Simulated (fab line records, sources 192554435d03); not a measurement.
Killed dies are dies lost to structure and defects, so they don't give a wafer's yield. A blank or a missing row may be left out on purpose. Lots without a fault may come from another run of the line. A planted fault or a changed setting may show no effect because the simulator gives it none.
One fault seen from 2 desks | flow n5_finfet | each desk has only its own numbers; what lay behind them comes last

THE METROLOGY DESK
What the gauges read, lot by lot, whatever tool the lot ran on: means of the sampled wafers that have a number. A lot is out of limits, marked OUT, if its mean lies more than 4 standard deviations from the usual mean; the brackets give that distance. Of its 10 readings 7 are shown: those that lie furthest out on some lot.
Columns: A = DIBL_N at N5_BEOL_M4_RC_MEAS_101, usual 35.9 mV/V; B = DIBL_P at N5_BEOL_M4_RC_MEAS_101, usual 35.6 mV/V; C = IOFF_N at N5_BEOL_M4_RC_MEAS_101, usual 0.149 nA/um; D = IOFF_P at N5_BEOL_M4_RC_MEAS_101, usual 0.20 nA/um; E = ION_N at N5_BEOL_M4_RC_MEAS_101, usual 671 uA/um; F = SS_P at N5_BEOL_M4_RC_MEAS_101, usual 73.2 mV/dec; G = VT_P at N5_BEOL_M4_RC_MEAS_101, usual -251 mV
lot  | first seen here | A    | B    | C     | D    | E   | F    | G
L532 | day 8 14:29     | 33.7 | 34.0 | 0.116 | 0.14 | 667 | 72.0 | -259
L540 | day 10 20:20    | 35.0 | 33.5 | 0.131 | 0.21 | 659 | 73.3 | -248
L545 | day 11 17:36    | 37.2 | 35.6 | 0.147 | 0.19 | 676 | 73.4 | -251
L547 | day 12 13:11    | 36.1 | 35.6 | 0.132 | 0.17 | 665 | 73.2 | -254
This desk's finding: nothing out of limits on any of the 4 lots.

THE TOOL OWNER'S DESK: litho_track-05
The tool's own readings at N5_BEOL_M3_COAT_68 (time 60 s, resist thk 12 nm): means of the sampled wafers that have a number, for each lot that ran on this tool. A lot is out of limits, marked OUT, if its mean lies more than 4 standard deviations from the usual mean; the brackets give that distance.
Columns: A = chill_plate_temp_C at N5_BEOL_M3_COAT_68, usual 22.99 C; B = spin_speed_rpm at N5_BEOL_M3_COAT_68, usual 1500.0 rpm
lot  | first seen here | A     | B
L532 | day 7 19:15     | 23.07 | 1499.8
L545 | day 10 22:23    | 22.91 | 1424.7 (-68) OUT
L547 | day 11 17:52    | 23.00 | 1426.3 (-67) OUT
This desk's finding: out of limits on L545, L547; first on L545, day 10 22:23 (spin_speed_rpm at N5_BEOL_M3_COAT_68). In limits: L532.

PUT TOGETHER
The tool owner's desk could have raised an alarm at day 10 22:23, on L545, L547.
The metrology desk saw nothing out of limits.
The metrology desk has L545, L547 on record, within its limits.
Of the lots named, all ran N5_BEOL_M3_COAT_68 on litho_track-05.

WHAT THE SIMULATOR HAD PUT IN
Process parameter drift: litho_track-05, from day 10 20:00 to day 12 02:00, at N5_BEOL_M3_COAT_68. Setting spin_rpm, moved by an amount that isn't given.
Lots struck among those shown: L545, L547.
Hours from the fault's start to each desk's first reading out of limits: the tool owner's desk, 2.
